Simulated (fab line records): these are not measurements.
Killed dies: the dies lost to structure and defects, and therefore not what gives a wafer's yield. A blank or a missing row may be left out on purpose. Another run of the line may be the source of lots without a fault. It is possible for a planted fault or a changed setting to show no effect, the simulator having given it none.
Chamber matching | flow nandHarc | NHARC_A_STAIRCASE_DESCUM_291 on rieDiel-04: 4 sister chambers
The step chemistry O2, time 3 s. 4 wafers are shown with their chamber, then 8 later ones without.

WAFERS, EACH WITH ITS CHAMBER
wafer  | chamber | showerheadPlenumPTorr (Torr)
L081.5 | 0       | 1.78
L083.6 | 1       | 1.97
L085.5 | 3       | 1.85
L089.2 | 2       | 1.84

WAFERS WITHOUT THEIR CHAMBER
wafer  | showerheadPlenumPTorr (Torr)
L089.3 | 1.96
L089.4 | 1.85
L093.1 | 2.07
L093.4 | 1.83
L093.6 | 1.84
L096.2 | 2.07
L096.5 | 1.83
L096.6 | 1.84

WHICH CHAMBER EACH ONE RAN IN
wafer  | from the rows above          | in truth
L089.3 | can't be placed: 1 or 3      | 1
L089.4 | can't be placed: 3 or 2 or 0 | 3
L093.1 | 1                            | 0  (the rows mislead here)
L093.4 | can't be placed: 2 or 3 or 0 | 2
L093.6 | can't be placed: 2 or 3 or 0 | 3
L096.2 | 1                            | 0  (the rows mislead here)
L096.5 | can't be placed: 2 or 3 or 0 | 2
L096.6 | can't be placed: 2 or 3 or 0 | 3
0 of 8 placed correctly. Cannot be placed on the basis of these rows: 6; the candidates contain the true chamber in 6. Wrongly placed: 2.
How it was worked out, from the rows above alone: a wafer's distance from a chamber is the root of the sum, over the readings, of the square of ((its reading less the chamber's mean) divided by the reading's scatter). If the next closest chamber is less than 2 further off than the closest, the wafer can't be placed; otherwise it belongs to the closest. Each chamber's mean is taken over the wafers shown for it. The scatter: root of mean squared gap, hidden wafer to nearest shown wafer, with one shown wafer a chamber.
